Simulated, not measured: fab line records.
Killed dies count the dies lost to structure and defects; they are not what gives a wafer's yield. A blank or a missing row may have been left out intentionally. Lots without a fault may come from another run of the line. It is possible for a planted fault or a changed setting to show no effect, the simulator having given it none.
Chamber matching -- flow n5Finfet -- N5_SDB_DESCUM_16 on rieDiel-01: 4 sister chambers
The step chemistry O2, time 7.9 s. 16 wafers are shown with their chamber, then 8 later ones without.

EACH WAFER AND ITS CHAMBER
wafer,chamber,drypumpMotorCurrentA (A),showerheadPlenumPTorr (Torr),throttleValvePct (%)
L074.2,2,5.1,2.21,20.65
L074.3,1,5.7,2.07,20.58
L074.5,2,5.1,2.21,20.65
L077.2,0,5.6,2.08,20.58
L077.5,3,6.5,2.24,20.14
L077.6,0,5.6,2.08,20.58
L079.1,1,5.8,2.07,20.59
L079.2,0,5.6,2.08,20.58
L079.5,1,5.7,2.07,20.58
L082.1,0,5.6,2.08,20.62
L082.3,3,6.5,2.23,20.14
L082.6,1,5.8,2.06,20.62
L083.1,0,5.6,2.08,20.61
L083.2,1,5.7,2.06,20.61
L083.3,3,6.5,2.23,20.15
L089.2,3,6.5,2.23,20.17

SIGNATURES (means of the wafers above)
reading,chamber 0,chamber 1,chamber 2,chamber 3,scatter within a chamber
drypumpMotorCurrentA,5.600,5.740,5.100,6.500,0.0316
showerheadPlenumPTorr,2.0800,2.0660,2.2100,2.2325,0.00403
throttleValvePct,20.5940,20.5960,20.6500,20.1500,0.0169
Rule: for each reading, subtract the chamber's mean from the wafer's reading, divide by that reading's scatter and square the result; add these up over the readings and take the root, which gives the wafer's distance from the chamber. The wafer belongs to the nearest chamber; if the next one is less than 2 further off, it can't be placed. How the scatter is found: for the shown wafers, subtract from each reading the mean of its chamber, square and add these, divide the total by (wafers less chambers), then take the root.

WAFERS WHOSE CHAMBER IS MISSING
wafer,drypumpMotorCurrentA (A),showerheadPlenumPTorr (Torr),throttleValvePct (%)
L089.3,5.2,2.20,20.69
L089.5,5.1,2.20,20.69
L090.2,5.8,2.06,20.22
L090.3,6.5,2.23,20.19
L090.4,5.6,2.07,20.63
L091.3,5.6,2.07,20.63
L091.4,5.8,2.06,20.23
L091.6,5.1,2.20,20.69

THE CHAMBER EACH PASSED THROUGH
wafer,from the rows above,in truth
L089.3,2,2
L089.5,2,2
L090.2,can't be placed: 1 or 0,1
L090.3,3,3
L090.4,can't be placed: 0 or 1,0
L091.3,can't be placed: 0 or 1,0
L091.4,can't be placed: 1 or 0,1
L091.6,2,2
Correctly placed: 4 of 8. Can't be placed from these rows: 4 (the true chamber is among the candidates in 4). Number placed wrongly: 0.
